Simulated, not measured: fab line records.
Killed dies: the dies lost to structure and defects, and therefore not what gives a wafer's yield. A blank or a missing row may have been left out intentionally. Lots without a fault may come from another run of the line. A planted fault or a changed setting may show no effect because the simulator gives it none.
fab line records	flow nandHarc
record lots=6	wafers=18	lastDay=33
route steps=1302 shown P_GATE@199 END@1302
lots with no fault: from the same line, run without faults
startH: start of the lot's first displayed wafer, in hours after the record's first day	waitH: hours since the lot's step before	" identical to the entry in the row above	L1.1+2: several wafers, shown together as one row	- value missing, or start not given	* or withheld: withheld	< > ~ a bound
route shown NAME@n: NAME is a module with steps in the file, n the number in the route of the first one	usual: the fault-free wafers' mean and standard deviation	same: alike in all rows	chamber/n: place in a boat	sites: readings site by site	_std_site: standard deviation of those values	_edge_site: inner sites' mean taken away from outer sites' mean	radiusMm: for every site, how far away it sits from the centre of the wafer	mask NAME#n: copy n	behind: tool/chamber where the wafer was last shaped	hold: cause of the lot's hold/its duration in hours/its outcome	device: transistor that didn't switch, given as n, p or np	end of line: the route-end tests of the same wafers	where a step has no rows: the recipe by itself	killed: at the first sort, the dies lost to defects and structure; wafer yield is something else	map: a wafer's dies, x killed, . not, _ none there
set.NAME: setting as actually run; set.NAME@STEP: the setting as run at that earlier step	model.NAME: the simulator's own value behind a step, which no gauge read
lots seen at some steps along the route; tables by step, rows by wafer
services: when a tool's chamber went out of use (startH, in hours from the record's first day, below 0 if earlier), for how many hours, and the reason
## steps
# step NHARC_P_GATE_DEVELOP_90
# recipe timeS=70
# step NHARC_P_GATE_CD_MEAS_91
# recipe targetCdNm=2000	landingEnergyEv=500
# usual cdNm=2000.2/1.6
# same landingEnergyEv=500
lot.wafer	tool	chamber	startH	waitH	cdNm
L688.1	cdSem-03	0	132.98	-	2000.8
L688.5	"	0	"	"	2002.3
L688.6	"	0	"	"	2001.7
L689.1	cdSem-03	0	145.71	-	2001.0
L689.2	"	0	"	"	2001.4
L689.6	"	0	"	"	2001.1
L692.2	cdSem-02	0	176.64	-	1997.3
L692.3	"	0	"	"	1998.4
L692.6	"	0	"	"	1999.1
L694.1	cdSem-03	0	194.65	-	1999.4
L694.3	"	0	"	"	1998.8
L694.4	"	0	"	"	1998.6
L706.1	cdSem-02	0	322.97	-	2001.6
L706.4	"	0	"	"	1998.9
L706.6	"	0	"	"	1998.7
L708.1	cdSem-02	0	336.53	-	2001.8
L708.4	"	0	"	"	2001.3
L708.5	"	0	"	"	2001.6
# step NHARC_P_GATE_HARDBAKE_92
# recipe tempC=125	timeS=80
# step NHARC_P_GATE_DESCUM_93
# recipe timeS=3	o2FlowSccm=200	arFlowSccm=0	biasPowerW=0	chemistry=O2
# usual drypumpMotorCurrentA=5.7/0.4	o2FlowSccm=200.0/0.56	oesProductAu=1.001/0.0075	rfVppV=57.7/1	showerheadPlenumPTorr=1.89/0.1	throttleValvePct=11.310/0.0095
lot.wafer	tool	chamber	startH	waitH	drypumpMotorCurrentA	o2FlowSccm	oesProductAu	rfHoursCounterH	rfVppV	showerheadPlenumPTorr	throttleValvePct
L688.1	rieDiel-05	1	133.18	-	5.4	199.5	1.015	2	58.6	1.93	11.282
L688.5	"	2	"	"	5.8	200.1	1.006	-	57.7	2.03	11.315
L688.6	"	3	"	"	5.9	199.5	0.985	-	57.4	1.78	11.313
L689.1	rieDiel-06	3	145.88	-	6.0	199.8	0.995	0	58.5	1.96	11.305
L689.2	"	0	"	"	5.5	199.4	1.008	0	57.0	1.80	11.305
L689.6	"	2	"	"	5.1	200.3	0.996	-	55.9	1.80	11.302
L692.3	rieDiel-06	3	176.79	-	6.0	200.2	1.000	2	58.6	1.96	11.306
L692.2	"	0	"	"	5.6	198.9	1.013	2	56.6	1.80	11.297
L692.6	"	3	"	"	6.0	199.8	0.991	-	58.6	1.96	11.311
L694.3	rieDiel-06	3	194.82	-	6.0	200.6	0.997	3	58.9	1.96	11.318
L694.1	"	0	"	"	5.5	199.6	1.002	3	58.2	1.80	11.315
L694.4	"	1	"	"	5.7	199.9	0.996	5	58.0	2.05	11.314
L706.4	rieDiel-03	3	323.14	-	5.3	201.3	0.989	2	55.0	1.86	11.312
L706.1	"	1	"	"	6.4	199.8	1.000	2	57.3	1.84	11.312
L706.6	"	2	"	"	5.6	199.2	1.003	-	56.0	1.80	11.311
L708.4	rieDiel-05	0	336.71	-	5.2	200.4	0.999	5	59.4	2.03	11.313
L708.1	"	2	"	"	5.8	200.8	1.004	4	58.0	2.03	11.311
L708.5	"	3	"	"	6.0	199.1	0.983	-	56.8	1.78	11.320
# step NHARC_P_GATE_IMPLANT_94
# recipe energyKev=60	doseCm2=2e+15	tiltDeg=7
# step NHARC_P_GATE_STRIP_113
# recipe powerW=1500	tempC=110	timeS=740	chemistry=N2/H2
# usual drypumpMotorCurrentA=6.06/0.23	heaterPowerW=79/5.3
lot.wafer	tool	chamber	startH	waitH	drypumpMotorCurrentA	heaterPowerW	rfHoursCounterH
L688.1	plasmaAsher-02	0	133.63	0.3	6.36	77	12
L688.6	"	1	"	"	5.77	76	-
L688.5	"	0	"	"	6.36	76	-
L689.1	plasmaAsher-02	1	146.23	0.2	5.76	77	14
L689.2	"	0	"	"	6.34	77	14
L689.6	"	1	"	"	5.76	77	-
L692.2	plasmaAsher-01	1	177.16	0.2	6.17	77	1
L692.3	"	1	"	"	6.13	76	-
L692.6	"	0	"	"	6.02	89	-
L694.1	plasmaAsher-02	1	195.19	0.2	5.76	79	27
L694.3	"	1	"	"	5.76	74	-
L694.4	"	0	"	"	6.33	76	-
L706.1	plasmaAsher-02	1	323.50	0.2	5.73	74	13
L706.4	"	0	"	"	6.33	77	-
L706.6	"	0	"	"	6.30	77	-
L708.1	plasmaAsher-01	0	337.06	0.2	6.02	91	32
L708.4	"	0	"	"	6.07	92	-
L708.5	"	1	"	"	6.17	75	-
# step NHARC_P_GATE_STRIP_95
# recipe powerW=1500	tempC=250	chemistry=O2
# usual drypumpMotorCurrentA=6.07/0.24	heaterPowerW=296/20
lot.wafer	tool	chamber	startH	waitH	drypumpMotorCurrentA	heaterPowerW	rfHoursCounterH
L688.1	plasmaAsher-02	0	134.24	0.5	6.34	292	13
L688.6	"	1	"	"	5.75	277	-
L688.5	"	0	"	"	6.31	291	-
L689.1	plasmaAsher-02	1	146.96	0.6	5.74	290	15
L689.2	"	0	"	"	6.31	284	15
L689.6	"	1	"	"	5.75	282	-
L692.2	plasmaAsher-01	1	177.89	0.6	6.15	294	1
L692.3	"	1	"	"	6.15	292	-
L692.6	"	0	"	"	6.04	331	-
L694.1	plasmaAsher-02	1	195.90	0.6	5.76	284	28
L694.3	"	1	"	"	5.76	295	-
L694.4	"	0	"	"	6.32	295	-
L706.1	plasmaAsher-02	1	324.22	0.6	5.75	285	14
L706.4	"	0	"	"	6.34	290	-
L706.6	"	0	"	"	6.36	288	-
L708.1	plasmaAsher-01	0	337.78	0.6	6.05	334	33
L708.4	"	0	"	"	6.07	339	-
L708.5	"	1	"	"	6.18	283	-
# step NHARC_P_GATE_STRIP_96
# recipe timeS=900	tempC=130	chemistry=SPM
# step NHARC_P_GATE_RTA_64
# recipe tempC=1050	timeS=1
# usual lampPowerPct=36.8/0.66	wafer_temp_C_max=1054.3/1.3
lot.wafer	tool	chamber	startH	waitH	lampPowerPct	wafer_temp_C_max
L688.1	rtpAnneal-02	0	134.79	-	37.4	1054.4
L688.5	"	0	"	"	37.4	1053.6
L688.6	"	0	"	"	37.5	1055.3
L689.1	rtpAnneal-01	0	147.52	-	36.1	1053.1
L689.2	"	0	"	"	36.1	1053.5
L689.6	"	0	"	"	36.0	1053.5
L692.2	rtpAnneal-01	0	178.48	-	36.1	1052.2
L692.3	"	0	"	"	36.1	1052.8
L692.6	"	0	"	"	36.1	1054.0
L694.1	rtpAnneal-02	0	196.46	-	37.4	1053.6
L694.3	"	0	"	"	37.4	1054.4
L694.4	"	0	"	"	37.5	1056.8
L706.1	rtpAnneal-02	0	324.78	-	37.4	1054.2
L706.4	"	0	"	"	37.4	1055.5
L706.6	"	0	"	"	37.3	1055.0
L708.1	rtpAnneal-02	0	338.35	-	37.5	1055.4
L708.4	"	0	"	"	37.5	1054.1
L708.5	"	0	"	"	37.4	1053.8
# step NHARC_P_GATE_ETCH_77
# recipe targetDepthA=60	chemistry=dHF	material=SiO2
# step NHARC_P_GATE_DEGAS_109
# recipe tempC=300	timeS=60
# usual heaterPowerW=475/35
lot.wafer	tool	chamber	startH	waitH	heaterPowerW
L688.1	pvdSputter-01	-	135.15	0.1	468
L688.6	"	-	"	"	435
L688.5	"	-	"	"	538
L689.1	pvdSputter-01	-	147.84	0.1	470
L689.2	"	-	"	"	434
L689.6	"	-	"	"	531
L692.3	pvdSputter-01	-	178.76	0.1	432
L692.2	"	-	"	"	536
L692.6	"	-	"	"	456
L694.3	pvdSputter-03	-	196.77	0.1	480
L694.1	"	-	"	"	464
L694.4	"	-	"	"	523
L706.1	pvdSputter-01	-	325.12	0.1	416
L706.4	"	-	"	"	518
L706.6	"	-	"	"	483
L708.4	pvdSputter-01	-	338.65	0.1	520
L708.1	"	-	"	"	528
L708.5	"	-	"	"	532
# step NHARC_P_GATE_PRE_CLEAN_110
# recipe timeS=30	biasV=200	gas=Ar
# step NHARC_P_GATE_SPUTTER_78
# recipe targetThkA=100	material=Ni
lot.wafer	tool	chamber	startH	waitH
L688.1+6+5	pvdSputter-01	-	135.24	-
L689.2+1+6	pvdSputter-01	-	147.92	-
L692.3+2+6	pvdSputter-01	-	178.85	-
L692.3+2+6	pvdSputter-01	-	179.09	-
L694.3+4+1	pvdSputter-03	-	196.86	-
L694.3+4+1	pvdSputter-03	-	197.10	-
L706.4+1+6	pvdSputter-01	-	325.21	-
L708.1+4+5	pvdSputter-01	-	338.75	-
# step NHARC_P_GATE_SPUTTER_79
# recipe targetThkA=100	material=TiN
# step NHARC_END_SORT_01
# recipe tempC=25
# usual killedAtArray=52/20	killedAtOther=1.0/1.3	killedAtPeriphery=3.7/2.2	killedDies=57/20	killedOpen=3.2/1.6	killedShort=2.4/1.6
# same grossDies=677
lot.wafer	tool	chamber	startH	waitH	killedAtArray	killedAtOther	killedAtPeriphery	killedDies	killedOpen	killedShort
L688.1	prober-02	0	577.15	2.5	48	1	1	50	1	2
L688.5	prober-02	0	580.39	3.7	39	1	4	44	4	0
L688.6	prober-02	0	581.21	4.1	45	1	3	49	1	2
L689.1	prober-02	0	615.95	2.5	52	1	4	57	3	3
L689.2	prober-02	0	616.75	2.8	57	2	6	65	3	1
L689.6	prober-02	0	619.94	4.0	56	1	5	62	1	1
L692.2	prober-01	0	633.42	2.8	97	2	5	104	4	1
L692.3	prober-01	0	634.21	3.1	78	0	3	81	0	4
L692.6	prober-01	0	636.59	4.0	82	2	4	88	2	3
L694.1	prober-01	0	640.41	2.5	53	0	6	59	2	1
L694.3	prober-01	0	642.01	3.1	51	4	3	58	2	1
L694.4	prober-01	0	642.80	3.4	52	2	4	58	4	3
L706.1	prober-01	0	777.58	2.5	56	3	1	60	2	2
L706.4	prober-01	0	779.95	3.4	63	0	4	67	5	4
L706.6	prober-01	0	781.53	3.9	52	3	1	56	3	3
L708.1	prober-01	0	799.20	2.5	51	0	5	56	2	4
L708.4	prober-01	0	801.61	3.4	67	2	3	72	1	5
L708.5	prober-01	0	802.42	3.7	58	2	7	67	4	3
# killed by level:class
L688.1 A_CHANNEL_HOLE_D1:chamberFilmFlake=24 A_CHANNEL_HOLE_D2:chamberFilmFlake=12 A_CONTACT:chamberFilmFlake=7 A_ONON_D1:geometricParticle:short=1 A_CHANNEL_FILL_D1:geometricParticle:open=1 A_ONON_D2:geometricParticle:short=1 P_GATE:chamberFilmFlake=1 A_CHANNEL_FILL_D2:chamberFilmFlake=1
L688.5 A_CHANNEL_HOLE_D1:chamberFilmFlake=21 A_CHANNEL_HOLE_D2:chamberFilmFlake=10 A_CONTACT:chamberFilmFlake=3 P_M0:geometricParticle:open=2 A_DECK1_JOINT:chamberFilmFlake=2 P_GATE:geometricParticle:open=1 A_ONON_D2:geometricParticle:open=1 P_GATE:chamberFilmFlake=1
L688.6 A_CHANNEL_HOLE_D1:chamberFilmFlake=29 A_CHANNEL_HOLE_D2:chamberFilmFlake=14 P_GATE:geometricParticle:open=1 P_CONTACT:geometricParticle:short=1 A_ONON_D1:geometricParticle:short=1 P_M0:chamberFilmFlake=1 A_CONTACT:chamberFilmFlake=1 THIN_TSV:chamberFilmFlake=1
L689.1 A_CHANNEL_HOLE_D2:chamberFilmFlake=25 A_SLIT:chamberFilmFlake=19 P_M0:chamberFilmFlake=4 A_CHANNEL_FILL_D1:geometricParticle:short=2 A_ONON_D2:geometricParticle:open=1 A_CHANNEL_FILL_D2:geometricParticle:open=1 A_M0:geometricParticle:short=1 A_M1:geometricParticle:open=1
L689.2 A_CHANNEL_HOLE_D2:chamberFilmFlake=30 A_SLIT:chamberFilmFlake=20 P_GATE:chamberFilmFlake=3 P_M0:chamberFilmFlake=2 A_BLC:chamberFilmFlake=2 THIN_TSV:chamberFilmFlake=2 P_CONTACT:geometricParticle:open=1 A_CHANNEL_FILL_D1:geometricParticle:open=1
L689.6 A_CHANNEL_HOLE_D2:chamberFilmFlake=29 A_SLIT:chamberFilmFlake=20 P_M0:chamberFilmFlake=3 A_CONTACT:chamberFilmFlake=3 A_BLC:chamberFilmFlake=2 P_CONTACT:geometricParticle:short=1 A_BLC:geometricParticle:open=1 P_GATE:chamberFilmFlake=1
L692.2 A_SLIT:chamberFilmFlake=30 A_CHANNEL_HOLE_D1:chamberFilmFlake=28 A_CHANNEL_HOLE_D2:chamberFilmFlake=27 A_CONTACT:chamberFilmFlake=4 P_ZERO_WELL:chamberFilmFlake=3 A_STAIRCASE:chamberFilmFlake=3 STARTING-WAFER:geometricParticle:open=2 P_CONTACT:geometricParticle:open=1
L692.3 A_SLIT:chamberFilmFlake=25 A_CHANNEL_HOLE_D1:chamberFilmFlake=19 A_CHANNEL_HOLE_D2:chamberFilmFlake=18 A_CONTACT:chamberFilmFlake=5 P_ZERO_WELL:chamberFilmFlake=3 A_STAIRCASE:chamberFilmFlake=3 A_ONON_D2:geometricParticle:short=2 A_WL_FILL:chamberFilmFlake=2
L692.6 A_SLIT:chamberFilmFlake=28 A_CHANNEL_HOLE_D2:chamberFilmFlake=23 A_CHANNEL_HOLE_D1:chamberFilmFlake=18 A_CONTACT:chamberFilmFlake=4 A_WL_FILL:chamberFilmFlake=3 P_ZERO_WELL:chamberFilmFlake=2 A_DECK1_JOINT:chamberFilmFlake=2 P_GATE:geometricParticle:short=1
L694.1 A_CHANNEL_HOLE_D1:chamberFilmFlake=30 A_CHANNEL_HOLE_D2:chamberFilmFlake=13 A_STAIRCASE:chamberFilmFlake=3 P_GATE:chamberFilmFlake=2 P_M1:chamberFilmFlake=2 A_CONTACT:chamberFilmFlake=2 P_CONTACT:geometricParticle:open=1 A_SGD_CUT:geometricParticle:short=1
L694.3 A_CHANNEL_HOLE_D1:chamberFilmFlake=24 A_CHANNEL_HOLE_D2:chamberFilmFlake=14 A_CONTACT:chamberFilmFlake=5 THIN_TSV:chamberFilmFlake=4 A_STAIRCASE:chamberFilmFlake=2 A_SLIT:chamberFilmFlake=2 A_ONON_D1:geometricParticle:open=1 A_M0:geometricParticle:short=1
L694.4 A_CHANNEL_HOLE_D1:chamberFilmFlake=26 A_CHANNEL_HOLE_D2:chamberFilmFlake=12 A_STAIRCASE:chamberFilmFlake=4 A_BLC:chamberFilmFlake=2 THIN_TSV:chamberFilmFlake=2 P_STI:geometricParticle:open=1 P_CONTACT:geometricParticle:open=1 A_ONON_D1:geometricParticle:open=1
L706.1 A_SLIT:chamberFilmFlake=36 A_BLC:chamberFilmFlake=5 A_CONTACT:chamberFilmFlake=3 THIN_TSV:chamberFilmFlake=3 A_BLC:geometricParticle:open=2 A_CHANNEL_FILL_D2:chamberFilmFlake=2 A_STAIRCASE:geometricParticle:short=1 A_WL_FILL:geometricParticle:short=1
L706.4 A_SLIT:chamberFilmFlake=38 P_GATE:chamberFilmFlake=3 A_CHANNEL_HOLE_D1:chamberFilmFlake=3 A_BLC:chamberFilmFlake=3 A_WL_FILL:geometricParticle:short=2 A_CHANNEL_HOLE_D1:unspecified=2 A_CHANNEL_FILL_D1:chamberFilmFlake=2 A_CHANNEL_HOLE_D2:chamberFilmFlake=2
L706.6 A_SLIT:chamberFilmFlake=37 THIN_TSV:chamberFilmFlake=3 A_CHANNEL_HOLE_D1:unspecified=2 A_DECK1_JOINT:chamberFilmFlake=2 A_STAIRCASE:chamberFilmFlake=2 A_CONTACT:chamberFilmFlake=2 P_M0:geometricParticle:open=1 A_CHANNEL_FILL_D1:geometricParticle:short=1
L708.1 A_CHANNEL_HOLE_D2:chamberFilmFlake=28 A_CONTACT:chamberFilmFlake=9 A_SLIT:chamberFilmFlake=6 P_GATE:chamberFilmFlake=4 P_STI:geometricParticle:open=1 A_ONON_D2:geometricParticle:short=1 A_CHANNEL_FILL_D2:geometricParticle:short=1 A_SGD_CUT:geometricParticle:short=1
L708.4 A_CHANNEL_HOLE_D2:chamberFilmFlake=37 A_SLIT:chamberFilmFlake=12 A_CONTACT:chamberFilmFlake=8 A_M1:chamberFilmFlake=5 STARTING-WAFER:geometricParticle:short=2 A_STAIRCASE:chamberFilmFlake=2 P_CONTACT:geometricParticle:open=1 A_ONON_D1:geometricParticle:short=1
L708.5 A_CHANNEL_HOLE_D2:chamberFilmFlake=31 A_CONTACT:chamberFilmFlake=11 A_SLIT:chamberFilmFlake=7 P_GATE:chamberFilmFlake=3 P_ZERO_WELL:chamberFilmFlake=2 A_M1:chamberFilmFlake=2 P_CONTACT:geometricParticle:open=1 P_M0:geometricParticle:open=1
## services
tool	chamber	startH	hours	kind
rieDiel-06	0	111.05	8.2	repair
rieDiel-06	-	130.26	9.0	pm
rieDiel-03	1	140.79	2.9	repair
rieDiel-05	3	151.35	6.1	repair
pvdSputter-03	-	156.91	4.6	repair
rieDiel-05	-	162.54	1.3	repair
rieDiel-05	-	164.60	11.1	repair
plasmaAsher-01	-	165.17	9.0	pm
pvdSputter-03	-	170.01	10.0	pm
rieDiel-06	0	183.10	6.7	repair
plasmaAsher-01	-	205.14	2.7	repair
pvdSputter-01	-	226.00	10.0	pm
rieDiel-05	-	229.60	9.0	pm
pvdSputter-03	-	231.56	1.0	repair
plasmaAsher-02	-	249.00	9.0	pm
plasmaAsher-02	0	249.00	9.0	ventCycle
plasmaAsher-02	1	249.00	9.0	ventCycle
rieDiel-06	2	250.17	1.4	repair
plasmaAsher-02	0	258.00	-	clean
plasmaAsher-02	1	258.00	-	clean
rieDiel-03	-	281.30	9.0	pm
pvdSputter-03	-	298.60	0.5	repair
rieDiel-06	-	307.26	9.0	pm
plasmaAsher-02	-	310.06	0.4	repair
## key
firstSign step=NHARC_P_GATE_SPUTTER_78	reading=visit	direction=added
effect none on later readings
metAt NHARC_P_GATE_SPUTTER_78
struckWafers L692.2,L692.3,L692.6,L694.1,L694.3,L694.4
testerLeftOut L692,L694
fault kind=repeatedStepWhole	tool=pvdSputter-01,pvdSputter-02,pvdSputter-03	chamber=-	onsetH=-	steps=NHARC_P_GATE_SPUTTER_78	times=1	scope=struckLotsOnly
# testerLeftOut: of these lots the tester's yield and bins aren't shown, on N5 and GAA mostly nor the transistor test; their killed dies are dies lost to structure and defects alone, not to doping, threshold or leakage, so they don't give the yield
